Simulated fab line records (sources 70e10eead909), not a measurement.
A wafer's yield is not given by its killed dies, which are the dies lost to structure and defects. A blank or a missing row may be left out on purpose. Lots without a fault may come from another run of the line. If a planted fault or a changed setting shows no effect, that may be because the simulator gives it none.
A lot that was struck, set against a sound lot / flow nand harc / 11 steps out of a route of 1302
Sound: wafers L464.2, L464.3, L464.6. The struck wafers were L461.1, L461.2, L461.6. The cause is given at the end.
Order at every step that has rows: each side's tool, ch and its chambers, its first start. Under that, the readings that differ: sound wafers / struck wafers / difference of the means / sigmas: that difference in standard deviations of wafers without a fault.
alike: same words and numbers on both sides, and readings whose means sit less than 2 such deviations apart. not compared: any withheld reading, any reading some wafer has no value for, any bound like >300 that may hide the same value, and any number with overlapping values for which the record gives no deviation.
The two part at a step that has a row with sigmas, a row that says differs or no value, or rows on one side only. Non-overlapping numbers with no deviation appear without sigmas and do not part them. A reading that every wafer of one side lacks parts them only if that side has two wafers or more.

first, 1 step without rows for these wafers: NHARC_A_WL_FILL_SRD_14.
NHARC_A_WL_FILL_ALD_19: deposits TiN, target thk 2 nm, pulse time 3 s, ald cycles 100.
  sound on ald metal-04 ch 0,2,3, day 28 01:31; struck on ald metal-04 ch 0,1,2, day 26 19:51
  alike: heater power w, precursor pulse height rel
NHARC_A_WL_FILL_CVD_20: deposits W, target thk 100 nm, time 74 s.
  sound: cvd w-01 ch 0; struck: cvd w-02 ch 0,1
  alike: heater power w, mfc ar sccm, mfc h2 sccm, throttle valve pct
NHARC_A_WL_FILL_CMP_12: polishes, t overpolish 30 s, target thk 100 nm.
  sound on cmp-04 ch 0,2,3, day 28 02:00; struck on cmp-04 ch 1,2,3, day 26 20:14
  alike: motor current A, overpolish run s, time to endpoint s
then, 1 step without rows for these wafers: NHARC_A_WL_FILL_SRD_31.
NHARC_A_WL_FILL_INSPECT_15:
  sound on defect inspect-02 at day 28 02:28; struck on defect inspect-01 at day 26 20:44
  alike: raw defect count
NHARC_A_CONTACT_DEP_24: deposits SiO2, target thk 500 nm.
  sound on pecvd-02 ch 0,1,2, day 28 02:44; struck on pecvd-03 ch 0,1, day 26 20:47
reading=throttle valve pct (%); sound=17.3 16.4 16.4; struck=14.7 16.1 14.3; difference=-1.7; sigmas=-2
  alike: heater power w, rf fwd power W, showerhead vpp V
NHARC_A_CONTACT_DEP_28: deposits aC, target thk 7000 nm.
  sound on acl dep-02 ch 0, day 28 04:56; struck on acl dep-02 ch 0, day 26 23:34
  alike: throttle valve pct
NHARC_A_CONTACT_DEP_29: deposits SiON, target thk 100 nm.
  sound on pecvd-01 ch 0,1, day 28 08:29; struck on pecvd-03 ch 0,2, day 27 03:49
reading=rf fwd power W (W); sound=348.1 347.3 346.6; struck=403.5 403.3 403.8; difference=+56.2; sigmas=+43
  alike: heater power w, showerhead vpp V
then, 1 step without rows for these wafers: NHARC_A_CONTACT_DEHYDRATE_32 (time 120 s).
-- record jumps: 3 days between struck wafers' starts before vs after; left off in module A_CONTACT, resumes in module END, first step shown is number 1302 of the route --
NHARC_END_SORT_01:
  the record has rows for the struck wafers here (prober-01 ch 0, day 30 06:00) and none for the sound ones

## WHERE THEY PART
Last at NHARC_END_SORT_01 as far as this record goes, first at NHARC_A_CONTACT_DEP_24.

WHY: what had been put in by the simulator
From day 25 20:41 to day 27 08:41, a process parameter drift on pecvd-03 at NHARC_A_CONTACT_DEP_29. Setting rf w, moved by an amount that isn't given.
